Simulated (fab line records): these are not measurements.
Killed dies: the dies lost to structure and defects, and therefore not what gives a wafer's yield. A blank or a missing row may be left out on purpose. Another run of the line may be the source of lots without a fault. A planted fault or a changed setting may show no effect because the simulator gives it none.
Comparing a struck lot with a sound one	flow n5-finfet	36 out of 1938 route steps
Sound: the wafers L540.1, L540.2, L540.4. Wafers struck: L549.1, L549.3. The cause is given at the end.
For every step that has rows: the tool of each side, followed by ch and its chambers, followed by its first start. Under that, the readings that differ: sound wafers	struck wafers	difference of the means	sigmas: that difference in standard deviations of wafers without a fault.
alike: a reading whose means differ by less than 2 such deviations, as well as words and numbers matching on both sides. not compared: withheld readings; readings where some wafer has no value; bounds like >300 that might hide an equal value; numbers whose values overlap and for which the record gives no deviation.
A row with sigmas, a row that says differs or no value, or rows on one side alone: a step with any of these is where the two part. When numbers do not overlap yet have no deviation, they are printed without sigmas and do not part them. Lack of a reading on every wafer of one side parts them only where that side has two or more wafers.

first, 8 steps without rows for these wafers: N5_BEOL_M7_SPUTTER_48 (material Cu, target thk 10 nm, time 1.667 s); N5_BEOL_M7_ECD_50 (material Cu, target thk 300 nm); N5_BEOL_M7_ANNEAL_51 (time 90 s); N5_BEOL_M7_CMP_52 (polishes, stops on SiCOH lowk, t overpolish 6.9 s, target thk 80 nm); N5_BEOL_M7_PRE_CLEAN_55 (time 15 s); N5_BEOL_M7_DEP_56 (deposits SiCN from 3MS/NH3, target thk 10 nm, time 17.5 s); N5_BEOL_M8_ILD_DEP_00 (deposits SiCOH lowk from DEMS/porogen, target thk 179.75 nm, time 33.4 s); N5_BEOL_M8_CURE_74 (cures SiCOH lowk, time 240 s).
N5_BEOL_M8_PECVD_70: deposits SiO2 from TEOS/O2, target thk 20 nm, time 22.7 s.
  sound on pecvd-01 ch 0,1, day 8 21:20; struck on pecvd-01 ch 0,2, day 11 04:52
reading	sound	struck	difference	sigmas
model.SiO2_of_BEOL_M8_PECVD_70.thk-nm (nm)	19.8 19.6 20	10 9.8	-10	
  alike: heater-power-w, showerhead-plenum-p-Torr, throttle-valve-pct
then, 25 steps without rows for these wafers: N5_BEOL_M8_HM_DEP_02 (deposits TiN, target thk 20 nm); N5_BEOL_M8_COAT_59 (time 60 s, resist thk 100 nm); N5_BEOL_M8_COAT_60 (time 60 s, resist thk 35 nm); N5_BEOL_M8_COAT_05 (resist thk 90 nm); N5_BEOL_M8_EBR_07; N5_BEOL_M8_SOFTBAKE_06 (time 60 s); N5_BEOL_M8_EXPOSE_08 (exposes mask M8); N5_BEOL_M8_PEB_09 (peb time 60 s); N5_BEOL_M8_DEVELOP_10 (develop time 30 s); N5_BEOL_M8_DESCUM_16 (chemistry O2, time 7.9 s); N5_BEOL_M8_ETCH_61 (etches SiARC in CF4, target depth 45.5 nm, time 75.8 s); N5_BEOL_M8_ETCH_62 (etches SOC in N2/H2, target depth 110 nm, overetch 22 nm, time 165 s); N5_BEOL_M8_STRIP_68 (strips in N2/H2); N5_BEOL_M8_STRIP_67 (strips in CF4); N5_BEOL_M8_HM_OPEN_17 (chemistry Cl2/BCl3, target TiN, target depth 20 nm, overetch 6 nm); N5_BEOL_M8_STRIP_19 (strips in O2); N5_BEOL_M8_COAT_63 (time 60 s, resist thk 60 nm); N5_BEOL_M8_COAT_64 (time 60 s, resist thk 12 nm); N5_BEOL_M8_COAT_71 (time 60 s, resist thk 5 nm); N5_BEOL_M8_COAT_22 (resist thk 30 nm); N5_BEOL_M8_EBR_24; N5_BEOL_M8_SOFTBAKE_23 (time 60 s); N5_BEOL_M8_EXPOSE_25 (exposes mask V7, target cd 40 nm); N5_BEOL_M8_PEB_26 (peb time 60 s); N5_BEOL_M8_DEVELOP_27 (develop time 30 s).
N5_BEOL_M8_HM_STRIP_39: strips TiN in peroxide tin strip, target depth 25 nm, time 158 s.
  sound on wet-bench-01 ch 0,2,6, day 9 01:20; struck on wet-bench-05 ch 0,1, day 11 07:01
reading	sound	struck	difference	sigmas
model.SiO2_of_BEOL_M8_PECVD_70.thk-nm (nm)	19.6 19.4 19.8	10 9.6	-10	
N5_BEOL_M8_CMP_52: polishes, stops on SiCOH lowk, t overpolish 6.9 s, target thk 80 nm.
  sound on cmp-03 ch 0,1,3, day 9 04:18; struck on cmp-03 ch 2,3, day 11 08:58
reading	sound	struck	difference	sigmas
barrier-field-endpoint-s (s)	29.9 28.4 29.1	16.5 16.4	-12.7	-13
  alike: clearing-platen-rpm, motor-current-A

## WHERE THEY PART
Within this record, at N5_BEOL_M8_CMP_52 only.

WHY: what had been put in by the simulator
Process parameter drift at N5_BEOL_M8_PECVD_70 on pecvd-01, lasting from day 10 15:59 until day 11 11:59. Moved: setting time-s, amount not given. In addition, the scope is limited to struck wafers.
